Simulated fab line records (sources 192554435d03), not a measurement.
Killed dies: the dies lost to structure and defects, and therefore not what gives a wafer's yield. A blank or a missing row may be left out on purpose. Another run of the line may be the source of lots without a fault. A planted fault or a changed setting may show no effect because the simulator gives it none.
A struck lot beside a sound one / flow n5_finfet / 22 out of 1938 route steps
Sound: these wafers, L293.2, L293.4, L293.5. The struck wafers were L299.1, L299.3, L299.4. The cause comes at the end.
For every step that has rows: the tool of each side, followed by ch and its chambers, followed by its first start. Under that, the readings that differ: sound wafers / struck wafers / difference of the means / sigmas: that difference in standard deviations of wafers without a fault.
alike: words and numbers the same on both sides, and readings whose means are apart by under 2 such deviations; not compared: readings that were withheld, readings missing a value for some wafer, numbers with overlapping values and no deviation given by the record, and bounds like >300 which may hide the same value.
A row with sigmas, a row that says differs or no value, or rows on one side alone: a step with any of these is where the two part. Numbers that don't overlap but have no deviation are shown without sigmas and don't part them. A reading that every wafer of one side lacks parts them only if that side has two wafers or more.

first, 6 steps without rows for these wafers: N5_MOL_CONTACT_COAG_COAT_02 (resist thk 30 nm); N5_MOL_CONTACT_COAG_EBR_04; N5_MOL_CONTACT_COAG_SOFTBAKE_03 (time 60 s); N5_MOL_CONTACT_COAG_EXPOSE_05 (exposes mask CA, defocus 0 nm); N5_MOL_CONTACT_COAG_PEB_06 (peb time 60 s); N5_MOL_CONTACT_COAG_DEVELOP_07 (develop time 30 s).
N5_MOL_CONTACT_COAG_CD_MEAS_08: target cd 28 nm.
  sound on cd_sem-02 ch 0, day 6 18:07; struck on cd_sem-01 ch 0, day 8 04:01
  alike: cd_nm
N5_MOL_CONTACT_COAG_OVL_MEAS_09:
  sound on overlay-02 ch 0, day 6 18:09; struck on overlay-01 ch 0, day 8 04:03
  alike: CA_OVL
N5_MOL_CONTACT_COAG_INSPECT_10: inspects for defects (brightfield).
  sound on defect_inspect-01 at day 6 18:12; struck on defect_inspect-02 at day 8 04:07
  alike: raw_defect_count
N5_MOL_CONTACT_COAG_DESCUM_13: chemistry O2, time 7 s.
  sound on rie_diel-04 ch 0,2,3, day 6 18:14; struck on rie_diel-05 ch 0,2, day 8 04:08
  alike: drypump_motor_current_A, oes_product_au, rf_vpp_V, showerhead_plenum_p_Torr, throttle_valve_pct
  not compared: rf_hours_counter_h
N5_MOL_CONTACT_COAG_ETCH_59: etches underlayer in N2/H2, target depth 13 nm, time 10.4 s.
  sound on rie_diel-04 ch 0,2,3, day 6 18:16; struck on rie_diel-05 ch 0,2, day 8 04:11
  alike: bias_w, chamber_pressure_mTorr, drypump_motor_current_A, etch_rf_on_time_s, oes_product_au, rf_vpp_V, showerhead_plenum_p_Torr, throttle_valve_pct
  not compared: rf_hours_counter_h
N5_MOL_CONTACT_COAG_ETCH_105: etches SiARC in CF4, target depth 15.6 nm, time 26 s.
  sound on rie_diel-04 ch 0,2,3, day 6 18:17; struck on rie_diel-05 ch 0,2, day 8 04:12
reading=bias_w (W); sound=36.17 36.09 36.17; struck=35.98 35.70 35.88; difference=-0.29; sigmas=-3
  alike: cf4_flow_sccm, drypump_motor_current_A, etch_rf_on_time_s, oes_product_au, rf_vpp_V, showerhead_plenum_p_Torr, throttle_valve_pct
  not compared: rf_hours_counter_h
N5_MOL_CONTACT_COAG_ETCH_106: etches SOC in N2/H2, target depth 80 nm, overetch 16 nm, time 120 s.
  sound on rie_diel-04 ch 0,2,3, day 6 18:19; struck on rie_diel-05 ch 0,2, day 8 04:14
  no value came back on the struck wafers for any of 7 readings (bias_w (W), chamber_pressure_mTorr (mTorr) and others); on the sound wafers bias_w (W) reads 149.6 150.4 150.5
reading=model.underlayer_of_MOL_CONTACT_COAG_COAT_58.thk_nm (nm); sound=0 0 0; struck=10 10 10; difference=+10; sigmas=
reading=model.SiARC_of_MOL_CONTACT_COAG_COAT_104.thk_nm (nm); sound=6.4 6.4 6.4; struck=12 12 12; difference=+6; sigmas=
reading=model.CAR-EUV_of_MOL_CONTACT_COAG_COAT_02.thk_nm (nm); sound=0 0 0; struck=5.4 5.4 5.4; difference=+5.4; sigmas=
  not compared: rf_hours_counter_h
then, 2 steps without rows for these wafers: N5_MOL_CONTACT_COAG_STRIP_107 (strips in N2/H2); N5_MOL_CONTACT_COAG_STRIP_108 (strips in N2/H2).
N5_MOL_CONTACT_COAG_CONTACT_ETCH_14: etches SiO2 in C4F6/O2, target depth 27.5 nm, overetch 8.5 nm, time 20 s.
  sound on rie_diel-04 ch 0,2,3, day 6 18:25; struck on rie_diel-05 ch 0,2, day 8 04:20
reading=oes_product_au (a.u.); sound=0.61 0.58 0.61; struck=0.27 0.35 0.35; difference=-0.28; sigmas=-4
reading=throttle_valve_pct (%); sound=21.40 21.41 21.36; struck=21.46 20.97 20.96; difference=-0.26; sigmas=-2
  alike: C4F6_flow_sccm, O2_flow_sccm, drypump_motor_current_A, rf_vpp_V, showerhead_plenum_p_Torr
  not compared: rf_hours_counter_h
then, 1 step without rows for these wafers: N5_MOL_CONTACT_COAG_STRIP_109 (strips in C4F6/O2).
N5_MOL_CONTACT_COAG_ETCH_110: etches Si in CF4/O2, target depth 2.5 nm, time 8 s.
  sound on rie_diel-04 ch 0,2,3, day 6 18:31; struck on rie_diel-05 ch 0,2, day 8 04:25
  alike: O2_flow_sccm, bias_w, drypump_motor_current_A, oes_product_au, rf_vpp_V, showerhead_plenum_p_Torr, throttle_valve_pct
  not compared: rf_hours_counter_h
N5_MOL_CONTACT_COAG_STRIP_98: strips in N2/H2.
  sound on rie_diel-04 ch 0,2,3, day 6 18:34; struck on rie_diel-05 ch 0,2, day 8 04:28
  alike: drypump_motor_current_A, oes_product_au, power_w, rf_vpp_V, showerhead_plenum_p_Torr, throttle_valve_pct
  not compared: rf_hours_counter_h
N5_MOL_CONTACT_COAG_CD_MEAS_99: target cd 17.2 nm.
  sound on cd_sem-02 at day 6 18:38; struck on cd_sem-02 at day 8 04:32
reading=cd_nm (nm); sound=16.88 17.37 17.04; struck=- - -; difference=no value on the struck wafers; sigmas=
then, 1 step without rows for these wafers: N5_MOL_CONTACT_COAG_IMPLANT_129.
N5_BEOL_M4_RC_MEAS_101:
  the record has rows for the sound wafers here (prober-02 ch 0, day 17 15:47) and none for the struck ones

== WHERE THEY PART ==
Earliest at N5_MOL_CONTACT_COAG_ETCH_105; latest, in this record, at N5_BEOL_M4_RC_MEAS_101.

WHY: the cause the simulator had injected
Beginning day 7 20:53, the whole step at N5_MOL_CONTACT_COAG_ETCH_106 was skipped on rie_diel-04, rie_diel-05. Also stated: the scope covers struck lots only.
